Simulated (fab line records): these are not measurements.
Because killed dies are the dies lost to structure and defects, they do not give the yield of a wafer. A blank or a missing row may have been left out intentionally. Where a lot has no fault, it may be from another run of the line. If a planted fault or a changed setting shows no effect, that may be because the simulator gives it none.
fab line records ; flow nand_harc
[record] lots = 6; wafers = 17; last_day = 24
route steps=1159 shown A_SOURCE_PLATE@414 A_ONON_D1@424 END@1159
lots that met no fault: taken from a fault-free run of the same line
start_h: hours from the record's opening day to when the first of the lot's shown wafers began ; wait_h: hours from the lot's prior step to this one ; " repeats the value in the row above ; L1.1+2: one row covering several wafers at once ; - no value, or no start was given ; * or withheld: withheld ; < > ~ a bound
route shown NAME@n: a module of which the file shows steps, and the number in the route of the first ; usual: mean and standard deviation over wafers with no fault ; same: alike in all rows ; chamber/n: place in a boat ; sites: the reading at each site ; _std_site: standard deviation of those values ; _edge_site: inner sites' mean taken away from outer sites' mean ; radius_mm: how far each site lies from the wafer's centre ; mask NAME#n: copy n ; behind: the last tool/chamber to shape the wafer ; hold: what put the lot on hold/how long, in hours/how the hold closed ; device: the n, p or np transistor that did not switch ; end of line: tests run on the same wafers once the route is complete ; a step given without rows: its recipe and nothing more ; killed: count of dies lost to structure and defects at first sort (not the wafer's yield) ; map: the dies of a wafer, with x for killed, . for not killed, _ for no die there
set.NAME: setting as actually run; set.NAME@STEP: the setting as run at that earlier step ; model.NAME: the simulator's own value behind a step, which no gauge read
lots at some steps of the route; a table a step, a row a wafer
services: when a tool's chamber went out of use (start_h, in hours from the record's first day, below 0 if earlier), for how many hours, and the reason
[[steps]]
[step NHARC_A_SOURCE_PLATE_SRD_01]
[step NHARC_A_SOURCE_PLATE_OXIDE_02]
[recipe] target_thk_a = 100; temp_c = 900; ox_time_s = 1362; material = SiO2
[step NHARC_A_SOURCE_PLATE_THK_MEAS_09]
[recipe] thk_meas_gauge = ellipsometry
[usual] thk_nm = 9.6/1.1
lot.wafer;tool;chamber;start_h;wait_h;thk_nm
L583.1;film_metro-02;-;157.99;0.4;9.0
L583.3;film_metro-02;-;157.99;0.4;10.9
L583.4;film_metro-02;-;157.99;0.4;10.3
L595.1;film_metro-02;-;238.00;0.4;9.8
L595.3;film_metro-02;-;238.00;0.4;10.1
L595.6;film_metro-02;-;238.00;0.4;8.4
L598.2;film_metro-01;-;241.85;0.4;9.7
L598.3;film_metro-01;-;241.85;0.4;9.3
L598.4;film_metro-01;-;241.85;0.4;8.0
L597.2;film_metro-02;-;241.85;0.4;8.8
L597.4;film_metro-02;-;241.85;0.4;10.4
L603.4;film_metro-01;-;266.75;0.4;9.2
L603.5;film_metro-01;-;266.75;0.4;10.2
L603.6;film_metro-01;-;266.75;0.4;8.6
L604.1;film_metro-01;-;283.74;0.4;10.9
L604.4;film_metro-01;-;283.74;0.4;9.5
L604.6;film_metro-01;-;283.74;0.4;11.0
[step NHARC_A_SOURCE_PLATE_PVD_04]
[recipe] target_thk_a = 500; material = WSi2
[step NHARC_A_SOURCE_PLATE_CVD_03]
[recipe] target_thk_a = 2000; temp_c = 620; pressure_mtorr = 200; time_s = 4000; material = poly-Si
[step NHARC_A_SOURCE_PLATE_ANNEAL_05]
[recipe] temp_c = 850; time_s = 1800
[step NHARC_A_SOURCE_PLATE_THK_MEAS_06]
[recipe] thk_meas_gauge = ellipsometry
[usual] thk_nm = 200.3/2.1
lot.wafer;tool;chamber;start_h;wait_h;thk_nm
L583.1;film_metro-02;-;171.69;0.4;202.0
L583.3;film_metro-02;-;171.69;0.4;200.2
L583.4;film_metro-02;-;171.69;0.4;201.9
L595.1;film_metro-01;-;251.35;0.4;201.3
L595.3;film_metro-01;-;251.35;0.4;200.7
L595.6;film_metro-01;-;251.35;0.4;202.2
L597.2;film_metro-01;-;254.98;0.4;198.9
L597.4;film_metro-01;-;254.98;0.4;199.7
L598.2;film_metro-02;-;254.98;0.4;200.5
L598.3;film_metro-02;-;254.98;0.4;200.6
L598.4;film_metro-02;-;254.98;0.4;199.8
L603.4;film_metro-01;-;280.02;0.4;199.8
L603.5;film_metro-01;-;280.02;0.4;199.3
L603.6;film_metro-01;-;280.02;0.4;201.2
L604.1;film_metro-02;-;296.60;0.4;198.3
L604.4;film_metro-02;-;296.60;0.4;199.2
L604.6;film_metro-02;-;296.60;0.4;198.4
[step NHARC_A_SOURCE_PLATE_INSPECT_08]
[usual] raw_defect_count = 61/27
lot.wafer;tool;chamber;start_h;wait_h;raw_defect_count
L583.1;defect_inspect-02;-;171.78;0.0;45
L583.3;defect_inspect-02;-;171.78;0.0;28
L583.4;defect_inspect-02;-;171.78;0.0;61
L595.1;defect_inspect-01;-;251.43;0.0;34
L595.3;defect_inspect-01;-;251.43;0.0;49
L595.6;defect_inspect-01;-;251.43;0.0;44
L598.2;defect_inspect-02;-;255.04;0.0;44
L598.3;defect_inspect-02;-;255.04;0.0;72
L598.4;defect_inspect-02;-;255.04;0.0;33
L597.2;defect_inspect-01;-;255.04;0.0;60
L597.4;defect_inspect-01;-;255.04;0.0;51
L603.4;defect_inspect-02;-;280.13;0.0;106
L603.5;defect_inspect-02;-;280.13;0.0;58
L603.6;defect_inspect-02;-;280.13;0.0;51
L604.1;defect_inspect-01;-;296.68;0.0;61
L604.4;defect_inspect-01;-;296.68;0.0;63
L604.6;defect_inspect-01;-;296.68;0.0;39
[step NHARC_A_ONON_D1_DEP_00]
[recipe] target_thk_a = 10000; n2_flow_sccm = 2750; n2o_flow_sccm = 2000; nh3_flow_sccm = 500; sih4_flow_sccm = 210; temp_c = 400
[step NHARC_A_ONON_D1_THK_MEAS_02]
[recipe] thk_meas_gauge = ellipsometry
[usual] thk_nm = 1000/10
lot.wafer;tool;chamber;start_h;wait_h;thk_nm
L583.1;film_metro-02;-;172.36;-;1004
L583.3;film_metro-02;-;172.36;-;1006
L583.4;film_metro-02;-;172.36;-;1002
L595.1;film_metro-02;-;252.01;-;997
L595.3;film_metro-02;-;252.01;-;997
L595.6;film_metro-02;-;252.01;-;996
L597.2;film_metro-01;-;255.61;-;1005
L597.4;film_metro-01;-;255.61;-;1006
L598.2;film_metro-02;-;255.62;-;1015
L598.3;film_metro-02;-;255.62;-;1014
L598.4;film_metro-02;-;255.62;-;1013
L603.4;film_metro-02;-;280.71;-;1003
L603.5;film_metro-02;-;280.71;-;1003
L603.6;film_metro-02;-;280.71;-;1002
L604.1;film_metro-01;-;297.26;-;993
L604.4;film_metro-01;-;297.26;-;991
L604.6;film_metro-01;-;297.26;-;991
[step NHARC_A_ONON_D1_DEP_03]
[recipe] target_thk_a = 10000; n2_flow_sccm = 2750; n2o_flow_sccm = 2000; nh3_flow_sccm = 500; sih4_flow_sccm = 210; temp_c = 400
[usual] nh3_flow_sccm = 499.9/1.6
lot.wafer;tool;chamber;start_h;wait_h;nh3_flow_sccm
L583.1;pecvd_onon-02;0;172.42;0.1;501.7
L583.3;pecvd_onon-02;0;172.42;0.1;499.1
L583.4;pecvd_onon-02;0;172.42;0.1;500.3
L595.1;pecvd_onon-04;0;252.06;0.1;501.6
L595.3;pecvd_onon-04;0;252.06;0.1;502.0
L595.6;pecvd_onon-04;0;252.06;0.1;499.6
L597.2;pecvd_onon-04;0;255.72;0.1;498.8
L597.4;pecvd_onon-04;0;255.72;0.1;502.7
L598.2;pecvd_onon-02;0;255.73;0.1;500.0
L598.3;pecvd_onon-02;0;255.73;0.1;496.8
L598.4;pecvd_onon-02;0;255.73;0.1;499.0
L603.4;pecvd_onon-04;0;280.94;0.2;499.5
L603.5;pecvd_onon-04;0;280.94;0.2;501.1
L603.6;pecvd_onon-04;0;280.94;0.2;501.3
L604.1;pecvd_onon-03;0;297.31;0.1;502.0
L604.4;pecvd_onon-03;0;297.31;0.1;501.0
L604.6;pecvd_onon-03;0;297.31;0.1;502.0
[step NHARC_A_ONON_D1_THK_MEAS_05]
[recipe] thk_meas_gauge = ellipsometry
[usual] thk_nm = 1002/8.8
lot.wafer;tool;chamber;start_h;wait_h;thk_nm
L583.1;film_metro-02;-;172.93;-;995
L583.3;film_metro-02;-;172.93;-;996
L583.4;film_metro-02;-;172.93;-;997
L595.1;film_metro-02;-;252.57;-;1002
L595.3;film_metro-02;-;252.57;-;1003
L595.6;film_metro-02;-;252.57;-;1003
L598.2;film_metro-01;-;256.18;-;984
L598.3;film_metro-01;-;256.18;-;983
L598.4;film_metro-01;-;256.18;-;986
L597.2;film_metro-02;-;256.21;-;1013
L597.4;film_metro-02;-;256.21;-;508
L603.4;film_metro-01;-;281.28;-;498
L603.5;film_metro-01;-;281.28;-;1003
L603.6;film_metro-01;-;281.28;-;1003
L604.1;film_metro-01;-;297.82;-;1012
L604.4;film_metro-01;-;297.82;-;1013
L604.6;film_metro-01;-;297.82;-;1013
[step NHARC_A_ONON_D1_DEP_06]
[recipe] target_thk_a = 10000; n2_flow_sccm = 2750; n2o_flow_sccm = 2000; nh3_flow_sccm = 500; sih4_flow_sccm = 210; temp_c = 400
[step NHARC_END_SORT_01]
[recipe] temp_c = 25
[usual] killed_at_array = 24/7.4; killed_at_other = 0.5/0.81; killed_at_periphery = 3.4/2.3; killed_dies = 28/8; killed_open = 3.4/1.8; killed_short = 2.0/1.4
[same] gross_dies = 677
lot.wafer;tool;chamber;start_h;wait_h;killed_at_array;killed_at_other;killed_at_periphery;killed_dies;killed_open;killed_short
L597.4;prober-02;0;540.76;3.4;675;0;2;677;1;1
L603.4;prober-02;0;566.01;3.4;671;0;6;677;0;3
// killed by level:class
L597.4 A_ONON_D1:area_dep=650 A_SLIT:chamber_film_flake=11 A_CHANNEL_HOLE_D1:chamber_film_flake=5 A_STAIRCASE:chamber_film_flake=3 A_CONTACT:chamber_film_flake=3 P_GATE:chamber_film_flake=2 A_CHANNEL_FILL_D1:geometric_particle:short=1 A_CHANNEL_FILL_D1:geometric_particle:open=1
L603.4 A_ONON_D1:area_dep=645 A_STAIRCASE:chamber_film_flake=9 A_CHANNEL_HOLE_D1:chamber_film_flake=7 A_CONTACT:chamber_film_flake=7 P_M2:chamber_film_flake=4 A_ZERO_WELL:chamber_film_flake=2 P_STI:geometric_particle:short=1 P_M0:geometric_particle:short=1
// map L597.4 (x killed, . not)
____________x____________
_________xxxxxxx_________
_______xxxxxxxxxxx_______
______xxxxxxxxxxxxx______
_____xxxxxxxxxxxxxxx_____
____xxxxxxxxxxxxxxxxx____
____xxxxxxxxxxxxxxxxx____
___xxxxxxxxxxxxxxxxxxx___
___xxxxxxxxxxxxxxxxxxx___
__xxxxxxxxxxxxxxxxxxxxx__
__xxxxxxxxxxxxxxxxxxxxx__
_xxxxxxxxxxxxxxxxxxxxxxx_
_xxxxxxxxxxxxxxxxxxxxxxx_
_xxxxxxxxxxxxxxxxxxxxxxx_
_xxxxxxxxxxxxxxxxxxxxxxx_
_xxxxxxxxxxxxxxxxxxxxxxx_
xxxxxxxxxxxxxxxxxxxxxxxxx
xxxxxxxxxxxxxxxxxxxxxxxxx
xxxxxxxxxxxxxxxxxxxxxxxxx
xxxxxxxxxxxxxxxxxxxxxxxxx
xxxxxxxxxxxxxxxxxxxxxxxxx
_xxxxxxxxxxxxxxxxxxxxxxx_
_xxxxxxxxxxxxxxxxxxxxxxx_
_xxxxxxxxxxxxxxxxxxxxxxx_
_xxxxxxxxxxxxxxxxxxxxxxx_
_xxxxxxxxxxxxxxxxxxxxxxx_
__xxxxxxxxxxxxxxxxxxxxx__
__xxxxxxxxxxxxxxxxxxxxx__
___xxxxxxxxxxxxxxxxxxx___
___xxxxxxxxxxxxxxxxxxx___
____xxxxxxxxxxxxxxxxx____
____xxxxxxxxxxxxxxxxx____
_____xxxxxxxxxxxxxxx_____
______xxxxxxxxxxxxx______
_______xxxxxxxxxxx_______
_________xxxxxxx_________
____________x____________
// map L603.4 (x killed, . not)
____________x____________
_________xxxxxxx_________
_______xxxxxxxxxxx_______
______xxxxxxxxxxxxx______
_____xxxxxxxxxxxxxxx_____
____xxxxxxxxxxxxxxxxx____
____xxxxxxxxxxxxxxxxx____
___xxxxxxxxxxxxxxxxxxx___
___xxxxxxxxxxxxxxxxxxx___
__xxxxxxxxxxxxxxxxxxxxx__
__xxxxxxxxxxxxxxxxxxxxx__
_xxxxxxxxxxxxxxxxxxxxxxx_
_xxxxxxxxxxxxxxxxxxxxxxx_
_xxxxxxxxxxxxxxxxxxxxxxx_
_xxxxxxxxxxxxxxxxxxxxxxx_
_xxxxxxxxxxxxxxxxxxxxxxx_
xxxxxxxxxxxxxxxxxxxxxxxxx
xxxxxxxxxxxxxxxxxxxxxxxxx
xxxxxxxxxxxxxxxxxxxxxxxxx
xxxxxxxxxxxxxxxxxxxxxxxxx
xxxxxxxxxxxxxxxxxxxxxxxxx
_xxxxxxxxxxxxxxxxxxxxxxx_
_xxxxxxxxxxxxxxxxxxxxxxx_
_xxxxxxxxxxxxxxxxxxxxxxx_
_xxxxxxxxxxxxxxxxxxxxxxx_
_xxxxxxxxxxxxxxxxxxxxxxx_
__xxxxxxxxxxxxxxxxxxxxx__
__xxxxxxxxxxxxxxxxxxxxx__
___xxxxxxxxxxxxxxxxxxx___
___xxxxxxxxxxxxxxxxxxx___
____xxxxxxxxxxxxxxxxx____
____xxxxxxxxxxxxxxxxx____
_____xxxxxxxxxxxxxxx_____
______xxxxxxxxxxxxx______
_______xxxxxxxxxxx_______
_________xxxxxxx_________
____________x____________
[[services]]
tool;chamber;start_h;hours;kind
pecvd_onon-03;-;153.16;13.0;pm
pecvd_onon-04;-;237.01;13.0;pm
pecvd_onon-02;-;272.42;1.3;repair
pecvd_onon-02;-;292.38;13.0;pm
[[key]]
[first_sign] step = NHARC_A_ONON_D1_THK_MEAS_05; reading = thk_nm; direction = down; sigmas = 56; usual = 1002; struck = 503
[effect] step = NHARC_END_SORT_01; reading = killed_at_array; direction = up; sigmas = 87; usual = 24; struck = 673
[more_kills_born_at] NHARC_A_ONON_D1_DEP_03@pecvd_onon-04 = 1295
met_at NHARC_A_ONON_D1_DEP_03
struck_wafers L597.4,L603.4
later_rows_left_out L597.4,L603.4
tester_left_out L597,L603
onset_between 252.06 255.72
[fault] kind = process_parameter_drift; tool = pecvd_onon-04; chamber = -; onset_h = 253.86; steps = NHARC_A_ONON_D1_DEP_03; channel = target_thk_a; offset = *; shape = step; end_h = 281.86; scope = struck_wafers_only; acts_in = *; stated = *
// tester_left_out: of these lots the tester's yield and bins aren't shown, on N5 and GAA mostly nor the transistor test; their killed dies are dies lost to structure and defects alone, not to doping, threshold or leakage, so they don't give the yield
// later_rows_left_out: the simulator's readings of these wafers behind a module that went badly wrong aren't trusted and aren't shown, but for the sort
